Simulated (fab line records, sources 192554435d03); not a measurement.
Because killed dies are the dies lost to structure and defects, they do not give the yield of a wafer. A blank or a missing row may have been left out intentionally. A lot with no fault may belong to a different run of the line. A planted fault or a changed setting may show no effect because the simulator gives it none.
Chamber matching ; flow n5 finfet ; N5_BEOL_M5_CURE_80 on uv cure-02: 3 sister chambers
The step cures SiCOH lowk, time 120 s. 3 wafers are shown with their chamber, then 12 later ones without.

== WAFERS WITH THEIR CHAMBER ==
wafer;chamber;wafer_temp_C_max
L081.6;0;371.4
L084.5;1;371.2
L086.5;2;374.0

== WAFERS WHOSE CHAMBER IS MISSING ==
wafer;wafer_temp_C_max
L087.1;371.2
L087.4;371.6
L087.5;371.2
L094.1;372.2
L094.3;373.2
L094.5;373.6
L094.2;372.4
L094.4;373.5
L094.6;372.6
L095.1;371.3
L095.4;371.3
L095.5;371.3

== THE CHAMBER EACH PASSED THROUGH ==
wafer;from the rows above;in truth
L087.1;can't be placed: 1 or 0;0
L087.4;can't be placed: 0 or 1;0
L087.5;can't be placed: 1 or 0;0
L094.1;can't be placed: 0 or 1 or 2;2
L094.3;can't be placed: 2 or 0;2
L094.5;2;2
L094.2;can't be placed: 0 or 1 or 2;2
L094.4;2;2
L094.6;can't be placed: 0 or 2 or 1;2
L095.1;can't be placed: 0 or 1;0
L095.4;can't be placed: 0 or 1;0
L095.5;can't be placed: 0 or 1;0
Correctly placed: 2 of 12. Can't be placed from these rows: 10 (the true chamber is among the candidates in 10). 0 placed wrongly.
How it was worked out, from the rows above alone: a wafer's distance from a chamber is the root of the sum, over the readings, of the square of ((its reading less the chamber's mean) divided by the reading's scatter). If the next closest chamber is less than 2 further off than the closest, the wafer can't be placed; otherwise it belongs to the closest. Each chamber's mean is taken over the wafers shown for it. The scatter (one wafer shown for each chamber): square how far every hidden wafer sits from the nearest shown wafer, average those squares and take the square root.
